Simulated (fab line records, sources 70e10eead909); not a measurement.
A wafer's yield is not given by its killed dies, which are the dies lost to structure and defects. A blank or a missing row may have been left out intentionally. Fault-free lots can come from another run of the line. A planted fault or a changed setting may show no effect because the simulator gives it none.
Which tool did it? + flow nand harc + Sampling: 11 lots, 33 wafers, 5 of 1302 route steps

== WHAT THE GAUGES READ, wafer by wafer ==
NHARC_END_SORT_01. Usual: killed at array 53, standard deviation 18; killed at other 1.0, standard deviation 1.2; killed at periphery 3.6, standard deviation 2.4; killed dies 58, standard deviation 18; killed open 3.4, standard deviation 1.8; killed short 2.3, standard deviation 1.5.
| lot  | measured     | on        | killed at array | killed at other | killed at periphery | killed dies | killed open | killed short | flag |
|------|--------------|-----------|-----------------|-----------------|---------------------|-------------|-------------|--------------|------|
| L123 | day 29 12:34 | prober-02 | 672 66 676      | 4 3 1           | 1 3 0               | 677 72 677  | 3 1 5       | 3 4 2        | OFF  |
| L122 | day 29 12:07 | prober-01 | 677 676 40      | 0 0 0           | 0 1 1               | 677 677 41  | 3 1 2       | 3 4 2        | OFF  |

== WHICH TOOL RAN EACH LOT (tool, then ch and the chambers of the sampled wafers, then the start) ==
| lot  | NHARC_A_STAIRCASE_ETCH_169         | NHARC_A_STAIRCASE_DESCUM_11        | NHARC_A_STAIRCASE_ETCH_13          | NHARC_A_STAIRCASE_TRIM_24                     |
|------|------------------------------------|------------------------------------|------------------------------------|-----------------------------------------------|
| L110 | rie diel-13 ch 0,1,3, day 15 17:22 | rie diel-02 ch 0,1,3, day 15 19:08 | rie diel-02 ch 1,2,3, day 15 19:23 | rie diel-12 ch 0,1,3, no start                |
| L113 | rie diel-02 ch 0,1,2, day 17 10:23 | rie diel-13 ch 0,1,3, day 17 12:08 | rie diel-13 ch 0,1,2, day 17 12:25 | rie diel-12 ch 0,2,3, no start                |
| L114 | rie diel-12 ch 0,2,3, day 17 17:45 | rie diel-02 ch 0,1,2, day 17 19:30 | rie diel-02 ch 0,1,3, day 17 19:44 | rie diel-13 ch 0,1, no start                  |
| L117 | rie diel-13 ch 0,1,3, day 18 07:07 | rie diel-13 ch 0,2, day 18 08:43   | rie diel-13 ch 0,2,3, day 18 08:58 | rie diel-12 ch 0,1,3, no start                |
| L123 | rie diel-12 ch 0,2,3, day 20 14:34 | rie diel-12 ch 0,3, day 20 16:16   | rie diel-12 ch 0,2,3, day 20 16:38 | rie diel-13 ch 0,2,3, day 29 12:34 or earlier |
| L122 | rie diel-13 ch 1,2, day 20 14:43   | rie diel-12 ch 0,2,3, day 20 16:37 | rie diel-12 ch 0,2,3, day 20 17:10 | rie diel-12 ch 0,2,3, day 29 12:07 or earlier |
| L128 | rie diel-02 ch 0,1,3, day 23 00:31 | rie diel-02 ch 1,3, day 23 02:23   | rie diel-02 ch 0,1,3, day 23 02:38 | rie diel-13 ch 0,1,3, no start                |
| L131 | rie diel-02 ch 2,3, day 24 08:24   | rie diel-02 ch 0,1,2, day 24 10:10 | rie diel-02 ch 0,2,3, day 24 10:24 | rie diel-02 ch 0,2,3, no start                |
| L132 | rie diel-12 ch 1,2, day 24 08:43   | rie diel-13 ch 0,3, day 24 10:27   | rie diel-13 ch 0,1,2, day 24 10:43 | rie diel-12 ch 0,1, no start                  |
| L130 | rie diel-02 ch 0,1,2, day 24 08:54 | rie diel-13 ch 1,2,3, day 24 10:39 | rie diel-13 ch 1,2,3, day 24 10:55 | rie diel-13 ch 0,1,3, no start                |
| L133 | rie diel-02 ch 1,2, day 25 04:34   | rie diel-13 ch 0,1,3, day 25 06:12 | rie diel-13 ch 1,2,3, day 25 06:26 | rie diel-02 ch 1,2,3, no start                |
- NHARC_A_STAIRCASE_ETCH_169: etches the open film in CH3F/O2, target depth 50 nm, time 107.1 s.
- NHARC_A_STAIRCASE_DESCUM_11: chemistry O2, time 3 s.
- NHARC_A_STAIRCASE_ETCH_13: etches the open film in C4F8/O2, target depth 100 nm, time 40.5 s.
- NHARC_A_STAIRCASE_TRIM_24: chemistry O2, time 211.2 s.

== WHAT THE TOOLS THEMSELVES READ (means of the sampled wafers that have a number; where no wafer has one, the mark that the record gives instead) ==
NHARC_A_STAIRCASE_ETCH_169. Usual: ch3f flow sccm 50.00 sccm, standard deviation 0.15; drypump motor current A 5.7 A, standard deviation 0.57; oes product au 0.958 a.u., standard deviation 0.019; rf vpp V 244.3 V, standard deviation 1.9; showerhead plenum p Torr 2.46 Torr, standard deviation 0.13; throttle valve pct 20.663 %, standard deviation 0.009.
| lot  | tool        | ch3f flow sccm (sccm) | drypump motor current A (A) | oes product au (a.u.) | rf vpp V (V) | showerhead plenum p Torr (Torr) | throttle valve pct (%) | flag |
|------|-------------|-----------------------|-----------------------------|-----------------------|--------------|---------------------------------|------------------------|------|
| L110 | rie diel-13 | 49.98                 | 6.0                         | 0.951                 | 243.3        | 2.44                            | 20.658                 |      |
| L113 | rie diel-02 | 49.92                 | 5.8                         | 0.977                 | 244.6        | 2.44                            | 20.656                 |      |
| L114 | rie diel-12 | 50.17                 | 5.2                         | 0.947                 | 243.0        | 2.37                            | 20.662                 |      |
| L117 | rie diel-13 | 50.16                 | 6.0                         | 0.962                 | 243.8        | 2.43                            | 20.661                 |      |
| L123 | rie diel-12 | 49.88                 | 5.2                         | 0.966                 | 244.5        | 2.50                            | 20.670                 |      |
| L122 | rie diel-13 | 50.05                 | 5.6                         | 0.977                 | 241.9        | 2.32                            | 20.663                 |      |
| L128 | rie diel-02 | 50.00                 | 5.6                         | 0.926                 | 245.1        | 2.54                            | 20.662                 |      |
| L131 | rie diel-02 | 49.93                 | 6.3                         | 0.967                 | 242.9        | 2.39                            | 20.662                 |      |
| L132 | rie diel-12 | 50.07                 | 5.6                         | 0.979                 | 245.6        | 2.57                            | 20.659                 |      |
| L130 | rie diel-02 | 50.08                 | 5.8                         | 0.961                 | 245.3        | 2.55                            | 20.664                 |      |
| L133 | rie diel-02 | 50.02                 | 6.0                         | 0.965                 | 245.0        | 2.48                            | 20.663                 |      |

NHARC_A_STAIRCASE_DESCUM_11. Usual: drypump motor current A 5.7 A, standard deviation 0.52; oes product au 1.001 a.u., standard deviation 0.0086; rf vpp V 57.8 V, standard deviation 0.9; showerhead plenum p Torr 1.91 Torr, standard deviation 0.1; throttle valve pct 11.311 %, standard deviation 0.0097.
| lot  | tool        | drypump motor current A (A) | oes product au (a.u.) | rf vpp V (V) | showerhead plenum p Torr (Torr) | throttle valve pct (%) | flag |
|------|-------------|-----------------------------|-----------------------|--------------|---------------------------------|------------------------|------|
| L110 | rie diel-02 | 5.6                         | 1.006                 | 57.3         | 1.89                            | 11.307                 |      |
| L113 | rie diel-13 | 6.0                         | 1.003                 | 57.8         | 1.89                            | 11.310                 |      |
| L114 | rie diel-02 | 5.8                         | 0.998                 | 58.5         | 2.01                            | 11.308                 |      |
| L117 | rie diel-13 | 5.6                         | 0.998                 | 58.1         | 1.85                            | 11.316                 |      |
| L123 | rie diel-12 | 5.4                         | 0.989                 | 57.4         | 1.91                            | 11.305                 |      |
| L122 | rie diel-12 | 5.2                         | 0.997                 | 57.7         | 1.94                            | 11.309                 |      |
| L128 | rie diel-02 | 5.3                         | 0.999                 | 58.4         | 1.99                            | 11.313                 |      |
| L131 | rie diel-02 | 5.8                         | 1.000                 | 58.0         | 1.99                            | 11.318                 |      |
| L132 | rie diel-13 | 5.9                         | 0.994                 | 58.3         | 1.92                            | 11.310                 |      |
| L130 | rie diel-13 | 5.7                         | 0.999                 | 56.6         | 1.85                            | 11.315                 |      |
| L133 | rie diel-13 | 6.0                         | 1.003                 | 57.1         | 1.88                            | 11.312                 |      |

NHARC_A_STAIRCASE_ETCH_13. Usual: oes product au 0.944 a.u., standard deviation 0.014; rf vpp V 895 V, standard deviation 6.3.
| lot  | tool        | oes product au (a.u.) | rf vpp V (V) | flag |
|------|-------------|-----------------------|--------------|------|
| L110 | rie diel-02 | 0.932                 | 891          |      |
| L113 | rie diel-13 | 0.946                 | 891          |      |
| L114 | rie diel-02 | 0.945                 | 901          |      |
| L117 | rie diel-13 | 0.951                 | 894          |      |
| L123 | rie diel-12 | 1.039                 | 897          | OFF  |
| L122 | rie diel-12 | 1.044                 | 898          | OFF  |
| L128 | rie diel-02 | 0.945                 | 899          |      |
| L131 | rie diel-02 | 0.936                 | 896          |      |
| L132 | rie diel-13 | 0.943                 | 890          |      |
| L130 | rie diel-13 | 0.937                 | 891          |      |
| L133 | rie diel-13 | 0.954                 | 892          |      |

NHARC_A_STAIRCASE_TRIM_24. Usual: drypump motor current A 5.7 A, standard deviation 0.57; oes product au 0.999 a.u., standard deviation 0.0084; rf vpp V 57.7 V, standard deviation 0.86; showerhead plenum p Torr 3.52 Torr, standard deviation 0.18; throttle valve pct 17.036 %, standard deviation 0.0092.
| lot  | tool        | drypump motor current A (A) | oes product au (a.u.) | rf vpp V (V) | showerhead plenum p Torr (Torr) | throttle valve pct (%) | flag |
|------|-------------|-----------------------------|-----------------------|--------------|---------------------------------|------------------------|------|
| L110 | rie diel-12 | 5.7                         | 1.005                 | 57.3         | 3.49                            | 17.033                 |      |
| L113 | rie diel-12 | 5.3                         | 0.998                 | 57.9         | 3.41                            | 17.042                 |      |
| L114 | rie diel-13 | 6.3                         | 1.003                 | 57.5         | 3.37                            | 17.038                 |      |
| L117 | rie diel-12 | 5.7                         | 0.998                 | 57.0         | 3.48                            | 17.041                 |      |
| L123 | rie diel-13 | 5.6                         | 1.000                 | 57.0         | 3.50                            | 17.022                 |      |
| L122 | rie diel-12 | 5.3                         | 1.006                 | 57.9         | 3.58                            | 17.042                 |      |
| L128 | rie diel-13 | 6.0                         | 0.993                 | 57.4         | 3.47                            | 17.051                 |      |
| L131 | rie diel-02 | 6.1                         | 1.000                 | 56.7         | 3.52                            | 17.041                 |      |
| L132 | rie diel-12 | 6.0                         | 0.990                 | 58.0         | 3.40                            | 17.042                 |      |
| L130 | rie diel-13 | 6.0                         | 1.002                 | 57.5         | 3.46                            | 17.039                 |      |
| L133 | rie diel-02 | 5.8                         | 0.997                 | 57.9         | 3.54                            | 17.037                 |      |

== THE ANSWER, worked out from the rows above alone ==
Rule: lot off if the mean of its wafers having a number is beyond 3 standard deviations from the usual mean. A lot without any number at a reading at which 4 lots or more have one is off too. The other lots that the step has rows for count as sound. Order of review: gauges by route order, followed by the tools' own readings, for which a lot's mean as printed above is used. At the first step where some lot is off, the reading lying furthest off is the one used; lots without a number count as furthest.
Off at NHARC_END_SORT_01 (killed at array): L123, L122. Neither off nor sound, because the step has no rows for them: L110, L113, L114, L117, L128, L131, L132, L130, L133.
A tool fits if, at a process step before that reading, it ran every lot that is off, and no sound lot after the first of them. The gauges at NHARC_END_SORT_01 aren't tried: what is off there is off at NHARC_A_STAIRCASE_ETCH_13 too, on other tools, and a gauge's error can't cause that. NHARC_A_STAIRCASE_TRIM_24 gives no start for some lots, so the hours and the order of its lots are those of NHARC_END_SORT_01. One candidate fits, namely rie diel-12 at NHARC_A_STAIRCASE_DESCUM_11 and NHARC_A_STAIRCASE_ETCH_13. It ran no sound lot before its first lot that is off in this sample, so the start can't be narrowed down.

== WHAT THE SIMULATOR HAD INSERTED ==
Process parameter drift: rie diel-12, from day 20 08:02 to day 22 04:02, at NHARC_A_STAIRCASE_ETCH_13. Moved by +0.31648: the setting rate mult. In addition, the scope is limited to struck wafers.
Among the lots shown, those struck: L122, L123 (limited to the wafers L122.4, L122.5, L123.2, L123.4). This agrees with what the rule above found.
